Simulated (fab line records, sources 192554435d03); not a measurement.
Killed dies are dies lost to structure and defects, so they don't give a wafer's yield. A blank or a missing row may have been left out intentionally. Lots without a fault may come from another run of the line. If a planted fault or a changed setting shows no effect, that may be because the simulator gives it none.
fab line records	flow n5-finfet
[record] lots = 24	wafers = 72	last-day = 17
route steps=1938 shown BEOL_M4@1067
lots with no fault: from the same line, run without faults
start-h: hours from the record's opening day to when the first of the lot's shown wafers began	wait-h: hours from the lot's prior step to this one	" unchanged from the row above	L1.1+2: a row that stands for several wafers	- no value present, or no start provided	* or withheld: withheld	< > ~ a bound
route shown NAME@n: NAME is a module with steps in the file, n the number in the route of the first one	usual: mean/standard deviation of fault-free wafers	same: alike in all rows	chamber/n: place in a boat	sites: the reading at each site	_std_site: how widely they spread, as a standard deviation	_edge_site: inner sites' mean taken away from outer sites' mean	radius-mm: for every site, how far away it sits from the centre of the wafer	mask NAME#n: copy n	behind: the last tool/chamber to shape the wafer	hold: what put the lot on hold/how long, in hours/how the hold closed	device: transistor that didn't switch, given as n, p or np	end of line: the same wafers' tests at the end of the route	step lacking rows: just its recipe	killed: count of dies lost to structure and defects at first sort (not the wafer's yield)	map: a wafer's dies, x killed, . not, _ none there
set.NAME: setting as actually run; set.NAME@STEP: the setting as run at that earlier step	model.NAME: the simulator's own value behind a step, which no gauge read
route steps across a sampled set of lots; one table per step, one row per wafer
services: when a tool's chamber went out of use (start-h, in hours from the record's first day, below 0 if earlier), for how many hours, and the reason
[[steps]]
[step N5_BEOL_M4_VIA_ETCH_34]
[recipe] chemistry = C4F6/O2	target-depth-a = 694	mask-material = SOC	pressure-mtorr = 15	ion-energy-ev = 250	taper-deg = 4	time-s = 65.9	source-w = 350	bias-w = 170	Ar_flow_sccm = 300	C4F6_flow_sccm = 10	O2_flow_sccm = 10
[usual] drypump-motor-current-A = 5.7/0.4	oes-product-au = 0.79/0.092	rf-vpp-V = 666/18	showerhead-plenum-p-Torr = 2.88/0.1	throttle-valve-pct = 30.7/0.35
lot.wafer	tool	chamber	start-h	wait-h	drypump-motor-current-A	oes-product-au	rf-hours-counter-h	rf-vpp-V	showerhead-plenum-p-Torr	throttle-valve-pct
L074.2	rie-diel-03	0	156.10	0.0	5.9	0.67	250	672	2.79	31.4
L074.3	"	2	"	"	4.8	0.67	246	668	2.90	30.5
L074.5	"	0	"	"	5.9	0.67	-	672	2.79	31.4
L075.1	rie-diel-03	3	168.48	0.0	5.8	0.71	191	676	2.81	30.6
L075.4	"	1	"	"	5.2	0.89	-	683	2.91	30.7
L075.5	"	3	"	"	5.8	0.72	-	676	2.81	30.6
L076.2	rie-diel-04	2	181.52	0.0	5.9	0.68	252	660	2.93	30.6
L076.3	"	0	"	"	5.7	0.71	213	640	2.73	31.1
L076.6	"	2	"	"	5.9	0.67	-	658	2.93	30.6
L078.2	rie-diel-03	0	181.80	0.0	5.9	0.97	3	672	2.78	30.6
L078.4	"	0	"	"	5.9	0.97	-	672	2.79	30.6
L078.6	"	1	"	"	5.2	0.88	-	682	2.91	30.7
L077.2	rie-diel-04	2	190.00	0.0	5.9	0.67	256	659	2.93	30.6
L077.5	"	3	"	"	6.4	0.87	-	679	3.04	30.8
L077.6	"	2	"	"	5.9	0.67	-	659	2.93	30.6
L079.1	rie-diel-04	0	199.60	0.0	5.7	0.71	221	641	2.72	31.1
L079.2	"	2	"	"	6.0	0.68	259	661	2.93	30.6
L079.5	"	2	"	"	6.0	0.67	-	659	2.93	30.6
L081.2	rie-diel-05	0	204.70	0.0	5.8	0.71	186	684	2.94	31.1
L081.3	"	3	"	"	5.6	0.72	193	660	2.71	30.6
L081.6	"	3	"	"	5.6	0.72	-	659	2.71	30.6
L080.3	rie-diel-03	3	214.82	0.0	5.8	0.71	210	676	2.80	30.6
L080.5	"	0	"	"	5.9	0.92	-	672	2.78	30.7
L080.6	"	3	"	"	5.8	0.70	-	677	2.80	30.6
L082.1	rie-diel-04	1	215.30	0.0	5.6	0.94	11	699	3.02	30.7
L082.3	"	0	"	"	5.7	0.70	228	641	2.72	31.1
L082.4	"	1	"	"	5.6	0.95	-	697	3.02	30.7
L083.2	rie-diel-05	0	220.02	0.0	5.8	0.71	193	682	2.93	31.1
L083.3	"	2	"	"	5.8	0.85	64	650	2.85	30.1
L083.4	"	3	"	"	5.6	0.71	199	659	2.71	30.6
L084.4	rie-diel-05	3	223.12	0.0	5.5	0.71	200	659	2.71	30.6
L084.5	"	0	"	"	5.8	0.71	-	683	2.93	31.1
L084.6	"	1	"	"	5.2	0.75	-	635	2.98	31.3
L086.1	rie-diel-05	3	231.97	0.0	5.6	0.71	203	660	2.71	30.6
L086.3	"	2	"	"	5.8	0.83	68	648	2.85	30.1
L086.6	"	2	"	"	5.8	0.84	-	651	2.85	30.1
L085.2	rie-diel-05	0	236.65	0.0	5.8	0.70	198	683	2.93	31.1
L085.3	"	1	"	"	5.2	0.74	180	635	2.97	31.3
L085.4	"	3	"	"	5.5	0.71	204	660	2.71	30.6
L087.3	rie-diel-03	2	237.07	0.0	4.8	0.92	10	667	2.89	30.2
L087.4	"	1	"	"	5.2	0.84	46	681	2.90	30.7
L087.6	"	3	"	"	5.8	0.69	-	677	2.79	30.6
L088.1	rie-diel-04	2	249.88	0.0	5.9	0.91	10	659	2.92	30.7
L088.5	"	1	"	"	5.6	0.91	-	698	3.01	30.7
L088.6	"	0	"	"	5.7	0.69	-	643	2.72	31.1
L089.2	rie-diel-05	3	252.83	0.0	5.6	0.71	210	659	2.70	30.6
L089.3	"	1	"	"	5.2	0.73	185	636	2.97	31.3
L089.5	"	0	"	"	5.8	0.70	-	682	2.93	31.1
L090.2	rie-diel-03	3	258.29	0.0	5.8	0.70	227	675	2.79	30.6
L090.5	"	1	"	"	5.2	0.82	-	681	2.89	30.7
L090.6	"	2	"	"	4.8	0.90	-	667	2.89	30.2
L091.1	rie-diel-04	0	269.24	0.0	5.7	0.69	247	641	2.71	31.1
L091.4	"	2	"	"	5.9	0.90	18	658	2.92	30.7
L091.5	"	2	"	"	5.9	0.90	-	659	2.92	30.7
L092.4	rie-diel-04	3	272.47	0.0	6.4	0.84	50	678	3.03	30.8
L092.5	"	2	"	"	5.9	0.89	-	658	2.92	30.7
L092.6	"	3	"	"	6.4	0.84	-	680	3.03	30.9
L095.3	rie-diel-05	1	279.98	0.0	5.2	0.73	195	634	2.97	31.3
L095.4	"	2	"	"	5.8	0.81	84	650	2.85	30.1
L095.6	"	0	"	"	5.9	0.69	-	682	2.92	31.1
L093.1	rie-diel-05	0	290.33	0.0	5.8	0.69	218	682	2.92	31.1
L093.4	"	1	"	"	5.2	0.73	199	636	2.97	31.3
L093.6	"	2	"	"	5.8	0.81	-	650	2.84	30.1
L094.1	rie-diel-04	1	292.49	0.0	5.6	0.88	42	697	3.00	30.7
L094.4	"	3	"	"	6.4	0.83	-	678	3.02	30.9
L094.6	"	2	"	"	5.9	0.88	-	657	2.91	30.7
L096.1	rie-diel-03	3	294.67	0.0	5.8	0.68	242	677	2.78	30.6
L096.2	"	2	"	"	4.7	0.88	32	668	2.88	30.2
L096.3	"	0	"	"	5.9	0.86	43	671	2.77	30.7
L097.2	rie-diel-05	0	297.15	0.0	5.8	0.68	221	681	2.92	31.1
L097.3	"	1	"	"	5.2	0.73	202	637	2.96	31.3
L097.4	"	2	"	"	5.8	0.80	91	649	2.84	30.1
[step N5_BEOL_M4_TRENCH_ETCH_37]
[recipe] chemistry = C4F6/O2	target-depth-a = 555.55	target = SiOC	time-s = 29.2	ion-energy-ev = 250	pressure-mtorr = 30	source-w = 355	bias-w = 185	Ar_flow_sccm = 300	C4F6_flow_sccm = 10	O2_flow_sccm = 10
[usual] drypump-motor-current-A = 5.7/0.4	oes-product-au = 0.79/0.093	rf-vpp-V = 666/18	showerhead-plenum-p-Torr = 2.88/0.1	throttle-valve-pct = 20.90/0.3
lot.wafer	tool	chamber	start-h	wait-h	drypump-motor-current-A	oes-product-au	rf-hours-counter-h	rf-vpp-V	showerhead-plenum-p-Torr	throttle-valve-pct
L074.2	rie-diel-03	0	-	-	5.9	0.67	250	672	2.79	21.37
L074.3	"	2	"	"	4.8	0.67	246	667	2.91	20.75
L074.5	"	0	"	"	5.9	0.67	-	673	2.79	21.34
L075.1	rie-diel-03	3	-	-	5.8	0.71	191	674	2.81	20.93
L075.4	"	1	"	"	5.3	0.88	-	683	2.91	20.62
L075.5	"	3	"	"	5.8	0.72	-	675	2.81	20.93
L076.2	rie-diel-04	2	-	-	5.9	0.68	252	659	2.94	20.93
L076.3	"	0	"	"	5.7	0.71	213	641	2.73	21.27
L076.6	"	2	"	"	6.0	0.68	-	659	2.94	20.93
L078.2	rie-diel-03	0	-	-	5.9	0.97	3	674	2.79	20.85
L078.4	"	0	"	"	5.9	0.97	-	674	2.79	20.86
L078.6	"	1	"	"	5.2	0.88	-	685	2.91	20.63
L077.2	rie-diel-04	2	-	-	5.9	0.68	256	658	2.94	20.92
L077.5	"	3	"	"	6.4	0.88	-	679	3.04	20.88
L077.6	"	2	"	"	5.9	0.67	-	659	2.94	20.92
L079.1	rie-diel-04	0	-	-	5.7	0.72	221	641	2.73	21.29
L079.2	"	2	"	"	5.9	0.66	259	657	2.93	20.92
L079.5	"	2	"	"	5.9	0.67	-	658	2.93	20.93
L081.2	rie-diel-05	0	-	-	5.8	0.71	186	682	2.94	21.27
L081.3	"	3	"	"	5.6	0.72	193	660	2.72	20.89
L081.6	"	3	"	"	5.6	0.73	-	660	2.72	20.87
L080.3	rie-diel-03	3	-	-	5.8	0.71	210	673	2.80	20.96
L080.5	"	0	"	"	5.9	0.93	-	673	2.78	20.87
L080.6	"	3	"	"	5.8	0.71	-	674	2.80	20.97
L082.1	rie-diel-04	1	-	-	5.6	0.95	11	698	3.02	20.71
L082.3	"	0	"	"	5.7	0.70	228	639	2.73	21.28
L082.4	"	1	"	"	5.6	0.94	-	697	3.02	20.69
L083.2	rie-diel-05	0	-	-	5.8	0.71	193	683	2.94	21.31
L083.3	"	2	"	"	5.8	0.83	64	648	2.86	20.42
L083.4	"	3	"	"	5.6	0.71	199	660	2.71	20.90
L084.4	rie-diel-05	3	-	-	5.6	0.72	200	660	2.71	20.90
L084.5	"	0	"	"	5.8	0.71	-	683	2.94	21.29
L084.6	"	1	"	"	5.2	0.75	-	636	2.98	21.25
L086.1	rie-diel-05	3	-	-	5.5	0.72	203	661	2.71	20.91
L086.3	"	2	"	"	5.8	0.83	68	648	2.86	20.41
L086.6	"	2	"	"	5.8	0.83	-	650	2.86	20.41
L085.2	rie-diel-05	0	-	-	5.8	0.71	198	682	2.94	21.30
L085.3	"	1	"	"	5.2	0.74	180	635	2.98	21.25
L085.4	"	3	"	"	5.6	0.71	204	660	2.71	20.90
L087.3	rie-diel-03	2	-	-	4.8	0.94	10	668	2.90	20.38
L087.4	"	1	"	"	5.2	0.84	46	684	2.90	20.67
L087.6	"	3	"	"	5.8	0.70	-	675	2.80	20.98
L088.1	rie-diel-04	2	-	-	5.9	0.92	10	659	2.93	20.65
L088.5	"	1	"	"	5.6	0.91	-	699	3.01	20.72
L088.6	"	0	"	"	5.7	0.69	-	640	2.72	21.32
L089.2	rie-diel-05	3	-	-	5.6	0.70	210	659	2.71	20.88
L089.3	"	1	"	"	5.2	0.73	185	635	2.98	21.27
L089.5	"	0	"	"	5.8	0.70	-	682	2.93	21.31
L090.2	rie-diel-03	3	-	-	5.8	0.70	227	673	2.80	20.99
L090.5	"	1	"	"	5.2	0.83	-	685	2.90	20.68
L090.6	"	2	"	"	4.8	0.91	-	666	2.90	20.40
L091.1	rie-diel-04	0	-	-	5.7	0.69	247	640	2.72	21.33
L091.4	"	2	"	"	5.9	0.89	18	660	2.92	20.67
L091.5	"	2	"	"	5.9	0.90	-	658	2.92	20.67
L092.4	rie-diel-04	3	-	-	6.4	0.84	50	681	3.03	20.94
L092.5	"	2	"	"	5.9	0.90	-	658	2.92	20.67
L092.6	"	3	"	"	6.4	0.84	-	679	3.03	20.94
L095.3	rie-diel-05	1	-	-	5.2	0.73	195	636	2.97	21.27
L095.4	"	2	"	"	5.8	0.81	84	648	2.85	20.43
L095.6	"	0	"	"	5.7	0.69	-	682	2.93	21.33
L093.1	rie-diel-05	0	-	-	5.8	0.69	218	682	2.93	21.33
L093.4	"	1	"	"	5.2	0.72	199	635	2.97	21.27
L093.6	"	2	"	"	5.8	0.81	-	648	2.85	20.43
L094.1	rie-diel-04	1	-	-	5.6	0.88	42	697	3.01	20.75
L094.4	"	3	"	"	6.4	0.82	-	680	3.03	20.94
L094.6	"	2	"	"	5.9	0.88	-	659	2.92	20.68
L096.1	rie-diel-03	3	-	-	5.8	0.68	242	674	2.79	21.01
L096.2	"	2	"	"	4.8	0.87	32	668	2.89	20.41
L096.3	"	0	"	"	5.9	0.87	43	673	2.77	20.91
L097.2	rie-diel-05	0	-	-	5.7	0.69	221	683	2.93	21.34
L097.3	"	1	"	"	5.2	0.72	202	636	2.97	21.28
L097.4	"	2	"	"	5.8	0.80	91	648	2.85	20.45
[step N5_BEOL_M4_DEGAS_44]
[recipe] ambient = vacuum	temp-c = 250	time-s = 60
[usual] heater-power-w = 324/22
lot.wafer	tool	chamber	start-h	wait-h	heater-power-w
L074.2	pvd-sputter-03	-	156.63	0.1	331
L074.3	"	-	"	"	323
L074.5	"	-	"	"	320
L075.1	pvd-sputter-03	-	169.33	0.4	291
L075.4	"	-	"	"	312
L075.5	"	-	"	"	325
L076.2	pvd-sputter-01	-	182.20	0.3	317
L076.3	"	-	"	"	341
L076.6	"	-	"	"	356
L078.2	pvd-sputter-01	-	182.28	0.1	379
L078.4	"	-	"	"	341
L078.6	"	-	"	"	341
L077.2	pvd-sputter-03	-	190.99	0.6	289
L077.5	"	-	"	"	334
L077.6	"	-	"	"	327
L079.1	pvd-sputter-03	-	200.39	0.4	335
L079.2	"	-	"	"	317
L079.5	"	-	"	"	282
L081.2	pvd-sputter-03	-	205.43	0.3	343
L081.3	"	-	"	"	292
L081.6	"	-	"	"	312
L080.3	pvd-sputter-01	-	215.55	0.2	392
L080.5	"	-	"	"	386
L080.6	"	-	"	"	346
L082.1	pvd-sputter-02	-	216.04	0.3	322
L082.3	"	-	"	"	338
L082.4	"	-	"	"	320
L083.2	pvd-sputter-01	-	220.69	0.3	396
L083.3	"	-	"	"	315
L083.4	"	-	"	"	340
L084.4	pvd-sputter-03	-	223.87	0.3	336
L084.5	"	-	"	"	343
L084.6	"	-	"	"	287
L086.1	pvd-sputter-01	-	232.66	0.3	312
L086.3	"	-	"	"	346
L086.6	"	-	"	"	316
L085.2	pvd-sputter-03	-	237.62	0.6	327
L085.3	"	-	"	"	292
L085.4	"	-	"	"	328
L087.3	pvd-sputter-01	-	237.66	0.2	386
L087.4	"	-	"	"	307
L087.6	"	-	"	"	314
L088.1	pvd-sputter-02	-	250.39	0.1	323
L088.5	"	-	"	"	332
L088.6	"	-	"	"	330
L089.2	pvd-sputter-03	-	253.86	0.6	290
L089.3	"	-	"	"	339
L089.5	"	-	"	"	334
L090.2	pvd-sputter-03	-	259.48	0.8	320
L090.5	"	-	"	"	329
L090.6	"	-	"	"	318
L091.1	pvd-sputter-03	-	269.86	0.2	281
L091.4	"	-	"	"	333
L091.5	"	-	"	"	331
L092.4	pvd-sputter-03	-	272.96	0.1	344
L092.5	"	-	"	"	295
L092.6	"	-	"	"	310
L095.3	pvd-sputter-03	-	280.43	0.0	284
L095.4	"	-	"	"	337
L095.6	"	-	"	"	330
L093.1	pvd-sputter-02	-	290.81	0.1	319
L093.4	"	-	"	"	338
L093.6	"	-	"	"	311
L094.1	pvd-sputter-02	-	293.63	0.7	333
L094.4	"	-	"	"	326
L094.6	"	-	"	"	331
L096.1	pvd-sputter-02	-	296.53	1.5	334
L096.2	"	-	"	"	301
L096.3	"	-	"	"	332
L097.2	pvd-sputter-01	-	297.76	0.2	318
L097.3	"	-	"	"	347
L097.4	"	-	"	"	300
[step N5_BEOL_M4_ANNEAL_82]
[recipe] temp-c = 400	time-s = 240	ambient = vacuum
[usual] heater-power-w = 816/57
lot.wafer	tool	chamber	start-h	wait-h	heater-power-w
L074.2	pvd-sputter-02	-	159.22	0.0	815
L074.3	"	-	"	"	810
L074.5	"	-	"	"	819
L075.1	pvd-sputter-03	-	170.69	0.0	724
L075.4	"	-	"	"	724
L075.5	"	-	"	"	767
L076.2	pvd-sputter-01	-	185.10	0.0	787
L076.3	"	-	"	"	947
L076.6	"	-	"	"	793
L078.2	pvd-sputter-02	-	185.59	0.0	799
L078.4	"	-	"	"	815
L078.6	"	-	"	"	837
L077.2	pvd-sputter-01	-	192.10	0.0	756
L077.5	"	-	"	"	950
L077.6	"	-	"	"	839
L079.1	pvd-sputter-03	-	201.75	0.0	740
L079.2	"	-	"	"	802
L079.5	"	-	"	"	837
L081.2	pvd-sputter-02	-	206.65	0.0	848
L081.3	"	-	"	"	778
L081.6	"	-	"	"	826
L080.3	pvd-sputter-02	-	217.18	0.0	792
L080.5	"	-	"	"	784
L080.6	"	-	"	"	803
L082.1	pvd-sputter-01	-	218.79	0.0	767
L082.3	"	-	"	"	976
L082.4	"	-	"	"	858
L083.2	pvd-sputter-03	-	222.07	0.0	709
L083.3	"	-	"	"	841
L083.4	"	-	"	"	826
L084.4	pvd-sputter-01	-	225.83	0.0	852
L084.5	"	-	"	"	953
L084.6	"	-	"	"	768
L086.1	pvd-sputter-02	-	235.72	0.0	835
L086.3	"	-	"	"	825
L086.6	"	-	"	"	834
L085.2	pvd-sputter-01	-	239.02	0.0	764
L085.3	"	-	"	"	943
L085.4	"	-	"	"	793
L087.3	pvd-sputter-03	-	240.66	0.0	846
L087.4	"	-	"	"	805
L087.6	"	-	"	"	727
L088.1	pvd-sputter-01	-	251.67	0.0	942
L088.5	"	-	"	"	856
L088.6	"	-	"	"	795
L089.2	pvd-sputter-03	-	255.36	0.0	718
L089.3	"	-	"	"	835
L089.5	"	-	"	"	812
L090.2	pvd-sputter-03	-	261.18	0.0	851
L090.5	"	-	"	"	859
L090.6	"	-	"	"	802
L091.1	pvd-sputter-02	-	271.03	0.0	812
L091.4	"	-	"	"	845
L091.5	"	-	"	"	807
L092.4	pvd-sputter-03	-	276.12	0.0	832
L092.5	"	-	"	"	818
L092.6	"	-	"	"	761
L095.3	pvd-sputter-01	-	281.52	0.0	843
L095.4	"	-	"	"	795
L095.6	"	-	"	"	775
L093.1	pvd-sputter-01	-	292.36	0.0	781
L093.4	"	-	"	"	841
L093.6	"	-	"	"	759
L094.1	pvd-sputter-02	-	295.11	0.0	839
L094.4	"	-	"	"	837
L094.6	"	-	"	"	784
L096.1	pvd-sputter-03	-	297.96	0.0	791
L096.2	"	-	"	"	832
L096.3	"	-	"	"	713
L097.2	pvd-sputter-01	-	298.85	0.0	954
L097.3	"	-	"	"	863
L097.4	"	-	"	"	768
[step N5_BEOL_M4_SPUTTER_92]
[recipe] material = Cu	target-thk-a = 45	temp-c = -20	chamber-pressure-pa = 0.07	power-w = withheld	time-s = 8.29
[usual] chuck-gas-flow-sccm = 1.27/0.058	throttle-valve-pct = 30.2/0.95
lot.wafer	tool	chamber	start-h	wait-h	chuck-gas-flow-sccm	throttle-valve-pct
L074.2	pvd-sputter-02	-	160.02	0.1	1.32	30.2
L074.3	"	-	"	"	1.36	30.8
L074.5	"	-	"	"	1.15	30.6
L075.1	pvd-sputter-03	-	171.49	0.1	1.23	30.7
L075.4	"	-	"	"	1.34	30.2
L075.5	"	-	"	"	1.18	30.3
L076.2	pvd-sputter-01	-	185.90	0.1	1.21	29.1
L076.3	"	-	"	"	1.32	28.1
L076.6	"	-	"	"	1.27	29.2
L078.2	pvd-sputter-02	-	186.39	0.1	1.32	31.0
L078.4	"	-	"	"	1.37	30.6
L078.6	"	-	"	"	1.32	30.2
L077.2	pvd-sputter-01	-	192.90	0.1	1.28	29.2
L077.5	"	-	"	"	1.35	28.1
L077.6	"	-	"	"	1.29	31.6
L079.1	pvd-sputter-03	-	202.55	0.1	1.18	30.4
L079.2	"	-	"	"	1.28	30.3
L079.5	"	-	"	"	1.28	30.5
L081.2	pvd-sputter-02	-	207.45	0.1	1.33	30.6
L081.3	"	-	"	"	1.29	29.8
L081.6	"	-	"	"	1.25	30.2
L080.3	pvd-sputter-02	-	217.98	0.1	1.20	30.0
L080.5	"	-	"	"	1.29	29.9
L080.6	"	-	"	"	1.20	30.9
L082.1	pvd-sputter-01	-	219.59	0.1	1.22	29.2
L082.3	"	-	"	"	1.31	28.2
L082.4	"	-	"	"	1.24	31.5
L083.2	pvd-sputter-03	-	222.87	0.1	1.29	30.6
L083.3	"	-	"	"	1.26	30.1
L083.4	"	-	"	"	1.24	30.4
L084.4	pvd-sputter-01	-	226.63	0.1	1.35	31.3
L084.5	"	-	"	"	1.27	28.0
L084.6	"	-	"	"	1.26	28.9
L086.1	pvd-sputter-02	-	236.52	0.1	1.18	30.4
L086.3	"	-	"	"	1.39	30.5
L086.6	"	-	"	"	1.27	29.9
L085.2	pvd-sputter-01	-	239.82	0.1	1.24	31.0
L085.3	"	-	"	"	1.32	27.8
L085.4	"	-	"	"	1.18	29.2
L087.3	pvd-sputter-03	-	241.46	0.1	1.28	30.4
L087.4	"	-	"	"	1.23	30.4
L087.6	"	-	"	"	1.19	30.5
L088.1	pvd-sputter-01	-	252.47	0.1	1.30	27.9
L088.5	"	-	"	"	1.27	31.8
L088.6	"	-	"	"	1.26	31.0
L089.2	pvd-sputter-03	-	256.16	0.1	1.29	30.3
L089.3	"	-	"	"	1.21	30.3
L089.5	"	-	"	"	1.34	30.6
L090.2	pvd-sputter-03	-	261.98	0.1	1.35	30.3
L090.5	"	-	"	"	1.29	30.2
L090.6	"	-	"	"	1.40	30.4
L091.1	pvd-sputter-02	-	271.83	0.1	1.21	30.8
L091.4	"	-	"	"	1.33	30.3
L091.5	"	-	"	"	1.31	30.6
L092.4	pvd-sputter-03	-	276.92	0.1	1.33	30.4
L092.5	"	-	"	"	1.22	30.6
L092.6	"	-	"	"	1.23	30.4
L095.3	pvd-sputter-01	-	282.32	0.1	1.36	31.7
L095.4	"	-	"	"	1.18	29.0
L095.6	"	-	"	"	1.32	31.3
L093.1	pvd-sputter-01	-	293.16	0.1	1.28	29.1
L093.4	"	-	"	"	1.31	31.5
L093.6	"	-	"	"	1.19	31.1
L094.1	pvd-sputter-02	-	295.91	0.1	1.24	30.3
L094.4	"	-	"	"	1.25	30.4
L094.6	"	-	"	"	1.19	29.9
L096.1	pvd-sputter-03	-	298.76	0.1	1.16	30.3
L096.2	"	-	"	"	1.21	30.4
L096.3	"	-	"	"	1.24	30.5
L097.2	pvd-sputter-01	-	299.65	0.1	1.21	27.9
L097.3	"	-	"	"	1.28	31.5
L097.4	"	-	"	"	1.24	29.4
[step N5_BEOL_M4_PRE_CLEAN_60]
[recipe] gas = NH3/H2	time-s = 15	temp-c = *	rf-power-w = 300
[usual] heater-power-outer-w = 21/15	heater-power-w = 82/25
lot.wafer	tool	chamber	start-h	wait-h	heater-power-outer-w	heater-power-w
L074.2	cvd-co-01	1	161.45	0.0	3	67
L074.3	"	0	"	"	32	102
L074.5	"	1	"	"	3	67
L075.1	cvd-co-02	1	172.77	0.0	28	93
L075.4	"	1	"	"	27	100
L075.5	"	2	"	"	44	105
L076.2	cvd-co-01	2	187.18	0.0	18	83
L076.3	"	1	"	"	3	66
L076.6	"	2	"	"	18	87
L078.2	cvd-co-01	0	187.67	0.0	31	100
L078.4	"	2	"	"	18	85
L078.6	"	1	"	"	3	66
L077.2	cvd-co-02	0	194.17	0.0	1	34
L077.5	"	2	"	"	43	105
L077.6	"	0	"	"	1	34
L079.1	cvd-co-02	0	203.88	0.0	1	34
L079.2	"	2	"	"	44	106
L079.5	"	0	"	"	1	34
L081.2	cvd-co-02	0	208.72	0.0	1	34
L081.3	"	1	"	"	28	99
L081.6	"	1	"	"	28	100
L080.3	cvd-co-02	2	219.24	0.0	43	106
L080.5	"	1	"	"	27	98
L080.6	"	0	"	"	1	35
L082.1	cvd-co-01	2	220.86	0.0	18	83
L082.3	"	0	"	"	33	105
L082.4	"	1	"	"	3	67
L083.2	cvd-co-01	0	224.15	0.0	32	103
L083.3	"	1	"	"	3	68
L083.4	"	1	"	"	3	66
L084.4	cvd-co-02	0	228.00	0.1	1	35
L084.5	"	1	"	"	28	93
L084.6	"	2	"	"	43	105
L086.1	cvd-co-01	0	237.83	0.1	32	103
L086.3	"	1	"	"	3	68
L086.6	"	1	"	"	3	67
L085.2	cvd-co-01	0	241.09	0.0	32	104
L085.3	"	2	"	"	19	85
L085.4	"	0	"	"	32	105
L087.3	cvd-co-01	0	242.73	0.0	33	104
L087.4	"	2	"	"	18	85
L087.6	"	0	"	"	33	102
L088.1	cvd-co-02	1	253.76	0.0	28	99
L088.5	"	0	"	"	1	35
L088.6	"	1	"	"	28	98
L089.2	cvd-co-01	2	257.96	0.0	19	89
L089.3	"	0	"	"	32	103
L089.5	"	1	"	"	3	67
L090.2	cvd-co-02	2	263.52	0.0	43	107
L090.5	"	2	"	"	43	107
L090.6	"	1	"	"	27	97
L091.1	cvd-co-02	0	273.76	0.3	1	36
L091.4	"	0	"	"	1	36
L091.5	"	1	"	"	28	98
L092.4	cvd-co-02	2	278.24	0.1	44	103
L092.5	"	1	"	"	28	96
L092.6	"	0	"	"	2	35
L095.3	cvd-co-01	2	283.58	0.0	19	87
L095.4	"	1	"	"	3	68
L095.6	"	2	"	"	18	87
L093.1	cvd-co-01	1	294.43	0.0	3	68
L093.4	"	1	"	"	3	67
L093.6	"	0	"	"	32	103
L094.1	cvd-co-01	2	297.37	0.2	19	86
L094.4	"	0	"	"	31	101
L094.6	"	2	"	"	19	86
L096.1	cvd-co-01	1	300.15	0.0	3	66
L096.2	"	2	"	"	19	87
L096.3	"	0	"	"	32	106
L097.2	cvd-co-02	0	300.91	0.0	2	34
L097.3	"	2	"	"	44	107
L097.4	"	1	"	"	28	97
[[services]]
tool	chamber	start-h	hours	kind
cvd-co-01	-	133.20	1.4	repair
rie-diel-04	2	135.25	10.1	repair
rie-diel-04	-	138.03	2.8	pm
rie-diel-03	0	156.55	-	clean
rie-diel-04	1	159.48	5.8	repair
rie-diel-04	1	165.39	-	clean
rie-diel-04	1	165.39	-	consumable-replace:focus-ring
rie-diel-04	1	165.39	-	consumable-replace:showerhead
rie-diel-04	1	165.39	25.7	scheduled-down
rie-diel-04	1	165.39	25.7	vent-cycle
rie-diel-05	2	191.10	5.3	repair
cvd-co-02	1	195.55	9.1	repair
rie-diel-04	2	208.21	-	clean
rie-diel-04	2	208.21	-	consumable-replace:focus-ring
rie-diel-04	2	208.21	14.9	scheduled-down
rie-diel-04	2	208.21	14.9	vent-cycle
rie-diel-03	0	217.95	9.6	repair
rie-diel-04	0	238.07	6.8	repair
rie-diel-04	0	279.18	-	clean
rie-diel-04	0	279.18	-	consumable-replace:focus-ring
rie-diel-04	0	279.18	-	consumable-replace:showerhead
rie-diel-04	0	279.18	27.8	scheduled-down
rie-diel-04	0	279.18	27.8	vent-cycle
rie-diel-03	1	289.69	5.4	repair
[[key]]
fault none
